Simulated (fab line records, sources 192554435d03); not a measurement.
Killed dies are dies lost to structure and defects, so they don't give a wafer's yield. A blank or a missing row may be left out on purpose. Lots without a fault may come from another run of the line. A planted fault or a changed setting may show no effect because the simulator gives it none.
Which tool did it? | flow n5_finfet | 10 lots, 29 wafers sampled, at 3 steps of a route of 1938

WHAT THE GAUGES READ, wafer by wafer
N5_MOL_CONTACT_COAG_THK_MEAS_53.
lot  | measured     | on            | VIA_MOL_THK (nm)
L907 | day 5 05:17  | film_metro-01 | 43.6 44.9 44.6
L908 | day 5 15:31  | film_metro-02 | 42.7 44.6 43.3
L909 | day 5 17:47  | film_metro-01 | 43.6 43.1 43.3
L910 | day 6 00:08  | film_metro-01 | 42.7 43.7 44.2
L911 | day 6 09:10  | film_metro-02 | 44.2 44.6 44.5
L912 | day 6 09:57  | film_metro-02 | 42.7 43.5 44.1
L914 | day 7 02:37  | film_metro-02 | 44.3 44.6 44.2
L921 | day 9 00:35  | film_metro-02 | 16.7 43.2
L926 | day 10 05:39 | film_metro-02 | 44.1 45.2 44.8
L930 | day 11 06:25 | film_metro-01 | 43.2 43.8 42.3

WHICH TOOL RAN EACH LOT (tool, then ch and the chambers of the sampled wafers, then the start)
lot  | N5_MOL_CONTACT_COAG_PECVD_31    | N5_MOL_CONTACT_COAG_CMP_52
L907 | pecvd-02 ch 0,2, day 5 00:19    | cmp-01 ch 0,1, day 5 05:02
L908 | pecvd-03 ch 0,2, day 5 06:23    | cmp-01 ch 2,3, day 5 15:13
L909 | pecvd-04 ch 0,2, day 5 12:49    | cmp-03 ch 0,1,3, day 5 17:32
L910 | pecvd-03 ch 0,1,2, day 5 19:07  | cmp-01 ch 0,1,3, day 5 23:55
L911 | pecvd-02 ch 0,1, day 6 04:38    | cmp-03 ch 0,2,3, day 6 08:58
L912 | pecvd-04 ch 1,2, day 6 05:18    | cmp-03 ch 0,1,3, day 6 09:44
L914 | pecvd-03 ch 0,1, day 6 22:58    | cmp-01 ch 2,3, day 7 02:19
L921 | pecvd-04 ch 2, day 8 20:00      | cmp-04 ch 0,2, day 9 00:24
L926 | pecvd-02 ch 0,1,2, day 10 00:23 | cmp-04 ch 0,3, day 10 05:23
L930 | pecvd-03 ch 1,2, day 11 03:05   | cmp-03 ch 0,1,2, day 11 06:13
- N5_MOL_CONTACT_COAG_PECVD_31: deposits SiO2 from TEOS/O2, target thk 46 nm, time 8.9 s.
- N5_MOL_CONTACT_COAG_CMP_52: polishes, stops on SiO2, t overpolish 1.5 s, target thk 66.5 nm.

THE ANSWER, worked out from the rows above alone
Rule: what is usual is taken from the lots themselves. Put in order of their means at a reading, lots are off if they are a third of the lots or fewer, leave a main group of 4 or more, and stand apart from it by a gap of 3 or more times the standard deviation of the main group's means; of several such gaps the widest counts. A main group whose means are all the same, to the digits that the tables above print for the reading, isn't used. A lot without any number at a reading at which 4 lots or more have one is off too. The other lots that the step has rows for count as sound.
Off: L921, at N5_MOL_CONTACT_COAG_THK_MEAS_53 (VIA_MOL_THK). The main group: mean 43.9 nm, standard deviation 0.56.
A tool fits if, at a process step before that reading, it ran every lot that is off, and no sound lot after the first of them. The gauges at N5_MOL_CONTACT_COAG_THK_MEAS_53 are tried like those tools. One fits: pecvd-04 at N5_MOL_CONTACT_COAG_PECVD_31. Its last sound lot is L912 (day 6 05:18), its first lot that is off L921 (day 8 20:00): a fault that began between those two fits.

WHAT THE SIMULATOR HAD PUT IN
Process parameter drift: pecvd-04, from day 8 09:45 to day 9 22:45, at N5_MOL_CONTACT_COAG_PECVD_31. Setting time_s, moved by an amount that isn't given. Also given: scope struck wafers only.
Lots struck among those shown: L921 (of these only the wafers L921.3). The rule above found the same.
